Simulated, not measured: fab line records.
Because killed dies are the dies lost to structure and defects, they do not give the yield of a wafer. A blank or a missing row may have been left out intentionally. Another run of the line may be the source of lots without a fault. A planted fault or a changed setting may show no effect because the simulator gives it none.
Which tool was responsible? -- flow nand harc -- 24 lots with 72 wafers sampled at 3 steps, on a route of 1302 steps

WHAT THE GAUGES SHOWED, per wafer
NHARC_P_BONDPAD_THK_MEAS_20: measures by xrf. Usual: thk nm reads 160.7 nm (standard deviation 1.4).
lot,measured,on,thk nm (nm),flag
L074,day 6 15:10,film metro-01,160.1 160.6 159.3,
L075,day 7 04:45,film metro-02,159.1 160.1 161.8,
L076,day 7 11:58,film metro-02,159.7 160.2 160.2,
L077,day 7 23:21,film metro-01,160.8 161.6 161.1,
L078,day 8 11:03,film metro-02,159.9 160.9 161.8,
L079,day 8 23:13,film metro-02,160.4 161.2 159.3,
L080,day 9 12:43,film metro-01,158.2 162.1 161.8,
L081,day 9 13:17,film metro-02,158.5 159.1 160.8,
L082,day 10 01:08,film metro-01,159.8 161.5 161.6,
L083,day 10 13:17,film metro-01,160.4 158.9 160.6,
L084,day 10 19:18,film metro-01,162.2 161.2 158.1,
L086,day 11 08:53,film metro-02,162.1 160.1 160.1,
L085,day 11 10:07,film metro-01,161.9 161.2 161.9,
L087,day 12 06:54,film metro-02,158.8 158.6 159.2,
L089,day 12 22:07,film metro-01,159.1 160.2 163.1,
L088,day 13 01:31,film metro-01,161.5 159.5 160.6,
L090,day 13 11:28,film metro-01,159.4 160.8 161.4,
L091,day 13 15:35,film metro-02,161.9 161.7 162.1,
L092,day 14 05:08,film metro-01,163.7 159.9 161.3,
L093,day 14 17:53,film metro-02,161.7 160.4 159.5,
L094,day 15 04:05,film metro-02,163.0 161.9 160.0,
L095,day 15 05:20,film metro-01,163.1 159.7 159.6,
L096,day 15 18:53,film metro-01,157.7 159.0 158.9,
L097,day 16 02:45,film metro-01,158.7 162.2 163.6,

WHICH TOOL RAN EACH LOT (tool, then ch and the chambers of the sampled wafers, then the start)
lot,NHARC_P_BONDPAD_PRE_CLEAN_26,NHARC_P_BONDPAD_CMP_19
L074,"pvd sputter-02, day 6 14:52 or earlier","cmp-01 ch 1,2, day 6 14:52"
L075,"pvd sputter-01, day 7 04:29 or earlier","cmp-02 ch 0,2,3, day 7 04:29"
L076,"pvd sputter-01, day 7 11:44 or earlier","cmp-01 ch 1,2,3, day 7 11:44"
L077,"pvd sputter-02, day 7 23:02 or earlier","cmp-02 ch 0,3, day 7 23:02"
L078,"pvd sputter-02, day 8 10:45 or earlier","cmp-02 ch 2,3, day 8 10:45"
L079,"pvd sputter-03, day 8 22:53 or earlier","cmp-01 ch 1,2, day 8 22:53"
L080,"pvd sputter-01, day 9 12:23 or earlier","cmp-02 ch 2,3, day 9 12:23"
L081,"pvd sputter-02, day 9 12:58 or earlier","cmp-01 ch 0,2,3, day 9 12:58"
L082,"pvd sputter-02, day 10 00:50 or earlier","cmp-02 ch 0,1,3, day 10 00:50"
L083,"pvd sputter-01, day 10 12:58 or earlier","cmp-02 ch 0,2,3, day 10 12:58"
L084,"pvd sputter-02, day 10 19:01 or earlier","cmp-01 ch 1,2,3, day 10 19:01"
L086,"pvd sputter-03, day 11 08:36 or earlier","cmp-02 ch 0,1,3, day 11 08:36"
L085,"pvd sputter-03, day 11 09:48 or earlier","cmp-03 ch 0,1,2, day 11 09:48"
L087,"pvd sputter-01, day 12 06:36 or earlier","cmp-01 ch 2,3, day 12 06:36"
L089,"pvd sputter-03, day 12 21:51 or earlier","cmp-03 ch 0,1,3, day 12 21:51"
L088,"pvd sputter-01, day 13 01:11 or earlier","cmp-01 ch 0,1, day 13 01:11"
L090,"pvd sputter-01, day 13 11:10 or earlier","cmp-03 ch 1,2, day 13 11:10"
L091,"pvd sputter-01, day 13 15:16 or earlier","cmp-01 ch 2,3, day 13 15:16"
L092,"pvd sputter-03, day 14 04:49 or earlier","cmp-02 ch 1,2,3, day 14 04:49"
L093,"pvd sputter-01, day 14 17:37 or earlier","cmp-01 ch 0,1,2, day 14 17:37"
L094,"pvd sputter-02, day 15 03:48 or earlier","cmp-03 ch 0,2, day 15 03:48"
L095,"pvd sputter-02, day 15 05:04 or earlier","cmp-03 ch 0,1,2, day 15 05:04"
L096,"pvd sputter-02, day 15 18:34 or earlier","cmp-02 ch 0,2,3, day 15 18:34"
L097,"pvd sputter-02, day 16 02:25 or earlier","cmp-01 ch 0,3, day 16 02:25"
- NHARC_P_BONDPAD_PRE_CLEAN_26: time 30 s.
- NHARC_P_BONDPAD_CMP_19: polishes, t overpolish 30 s, cu recess touch 16 s, target thk 160.81 nm.

AS READ BY THE TOOLS THEMSELVES (means over the sampled wafers that have a number; for cases with no such wafer, the mark the record gives instead)
NHARC_P_BONDPAD_PRE_CLEAN_26. Usual: heater power w reads 399 W (standard deviation 37).
lot,tool,heater power w (W),flag
L074,pvd sputter-02,403,
L075,pvd sputter-01,417,
L076,pvd sputter-01,416,
L077,pvd sputter-02,393,
L078,pvd sputter-02,372,
L079,pvd sputter-03,410,
L080,pvd sputter-01,421,
L081,pvd sputter-02,375,
L082,pvd sputter-02,377,
L083,pvd sputter-01,425,
L084,pvd sputter-02,376,
L086,pvd sputter-03,431,
L085,pvd sputter-03,423,
L087,pvd sputter-01,415,
L089,pvd sputter-03,389,
L088,pvd sputter-01,410,
L090,pvd sputter-01,418,
L091,pvd sputter-01,414,
L092,pvd sputter-03,392,
L093,pvd sputter-01,412,
L094,pvd sputter-02,340,
L095,pvd sputter-02,368,
L096,pvd sputter-02,378,
L097,pvd sputter-02,383,

NHARC_P_BONDPAD_CMP_19. Usual: motor current A 12.2 A, standard deviation 1.5; overpolish run s 30.001 s, standard deviation 0.0092; pad life wafers 173, standard deviation 120; slurry flow ml min 150.0, standard deviation 0.48.
lot,tool,motor current A (A),overpolish run s (s),pad life wafers,slurry flow ml min,flag
L074,cmp-01,11.2,30.002,169,149.7,
L075,cmp-02,12.2,30.005,20,150.2,
L076,cmp-01,13.0,30.001,261,150.1,
L077,cmp-02,13.1,29.993,78,150.5,
L078,cmp-02,12.0,29.996,115,150.2,
L079,cmp-01,12.6,29.997,6,150.0,
L080,cmp-02,11.7,30.002,218,149.4,
L081,cmp-01,13.2,30.002,61,150.2,
L082,cmp-02,12.0,29.998,266,149.9,
L083,cmp-02,12.6,30.004,313,150.4,
L084,cmp-01,12.9,29.993,212,150.1,
L086,cmp-02,12.6,30.010,14,149.8,
L085,cmp-03,11.2,29.992,350,149.7,
L087,cmp-01,12.0,30.005,332,149.7,
L089,cmp-03,10.8,29.996,86,149.8,
L088,cmp-01,13.4,29.994,2,149.4,
L090,cmp-03,10.9,30.009,103,150.0,
L091,cmp-01,13.5,30.004,68,149.7,
L092,cmp-02,12.3,29.995,301,150.3,
L093,cmp-01,12.0,30.009,200,149.5,
L094,cmp-03,11.2,30.001,302,150.0,
L095,cmp-03,10.9,29.989,308,150.1,
L096,cmp-02,12.0,30.001,31,150.3,
L097,cmp-01,13.2,30.002,344,150.0,

THE ANSWER, worked out from the rows above alone
Rule: take the mean of a lot's wafers that have a number; if it is more than 3 standard deviations from the usual mean, the lot is off. A lot without any number at a reading at which 4 lots or more have one is off too. Any other lot the step has rows for is counted as sound. Order of review: gauges by route order, followed by the tools' own readings, for which a lot's mean as printed above is used. The first step at which some lot is off is used, and at that step the reading that is off furthest; a lot without a number counts as furthest.
Nothing can be told from this: no lot is off at any reading shown.

WHAT THE SIMULATOR PUT IN
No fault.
